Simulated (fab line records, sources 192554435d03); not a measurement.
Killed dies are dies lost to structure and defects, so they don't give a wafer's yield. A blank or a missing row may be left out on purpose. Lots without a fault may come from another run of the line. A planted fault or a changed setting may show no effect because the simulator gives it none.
Chamber matching | flow n5_finfet | N5_BEOL_M2_VIA_ETCH_34 on rie_diel-02: 4 sister chambers
The step etches the open film in C4F6/O2, target depth 69.4 nm, time 65.9 s. 18 wafers are shown with their chamber, then 9 later ones without.

WAFERS WITH THEIR CHAMBER
wafer  | chamber | throttle_valve_pct (%) | rf_vpp_V (V) | drypump_motor_current_A (A)
L077.1 | 1       | 30.78                  | 656          | 5.2
L077.4 | 0       | 30.57                  | 653          | 6.1
L077.6 | 0       | 30.56                  | 654          | 6.2
L080.1 | 3       | 31.34                  | 686          | 5.1
L080.3 | 0       | 30.55                  | 653          | 6.2
L080.5 | 1       | 30.80                  | 655          | 5.3
L083.2 | 0       | 30.57                  | 653          | 6.1
L083.4 | 2       | 31.26                  | 683          | 5.3
L083.6 | 2       | 31.26                  | 683          | 5.3
L089.1 | 2       | 31.28                  | 684          | 5.3
L089.4 | 3       | 31.34                  | 686          | 5.1
L089.6 | 3       | 31.35                  | 686          | 5.1
L090.3 | 1       | 30.82                  | 656          | 5.3
L090.4 | 2       | 31.28                  | 683          | 5.3
L090.6 | 1       | 30.82                  | 655          | 5.3
L091.2 | 1       | 30.82                  | 657          | 5.2
L091.5 | 2       | 31.28                  | 683          | 5.3
L091.6 | 3       | 31.36                  | 685          | 5.1

SIGNATURES (means of the wafers above)
reading                 | chamber 0 | chamber 1 | chamber 2 | chamber 3 | scatter within a chamber
throttle_valve_pct      | 30.5625   | 30.8080   | 31.2720   | 31.3475   | 0.0128
rf_vpp_V                | 653.25    | 655.80    | 683.20    | 685.75    | 0.604
drypump_motor_current_A | 6.150     | 5.260     | 5.300     | 5.100     | 0.0396
Rule: a wafer's distance from a chamber is the root of the sum, over the readings, of the square of ((its reading less the chamber's mean) divided by the reading's scatter). The wafer belongs to the nearest chamber; if the next one is less than 2 further off, it can't be placed. The scatter: the root of (the sum of the squares of (reading less its chamber's mean) over the shown wafers, divided by (wafers less chambers)).

WAFERS WITHOUT THEIR CHAMBER
wafer  | throttle_valve_pct (%) | rf_vpp_V (V) | drypump_motor_current_A (A)
L092.3 | 31.35                  | 686          | 5.1
L092.5 | 30.81                  | 656          | 5.3
L092.6 | 31.26                  | 683          | 5.3
L093.2 | 30.61                  | 654          | 6.1
L093.3 | 31.37                  | 686          | 5.1
L093.4 | 31.28                  | 683          | 5.3
L096.1 | 30.83                  | 656          | 5.3
L096.2 | 31.33                  | 687          | 5.1
L096.5 | 30.82                  | 655          | 5.2

WHICH CHAMBER EACH WENT THROUGH
wafer  | from the rows above | in truth
L092.3 | 3                   | 3
L092.5 | 1                   | 1
L092.6 | 2                   | 2
L093.2 | 0                   | 0
L093.3 | 3                   | 3
L093.4 | 2                   | 2
L096.1 | 1                   | 1
L096.2 | 3                   | 3
L096.5 | 1                   | 1
Placed correctly: 9 of 9. Can't be placed from these rows: 0. Placed wrongly: 0.
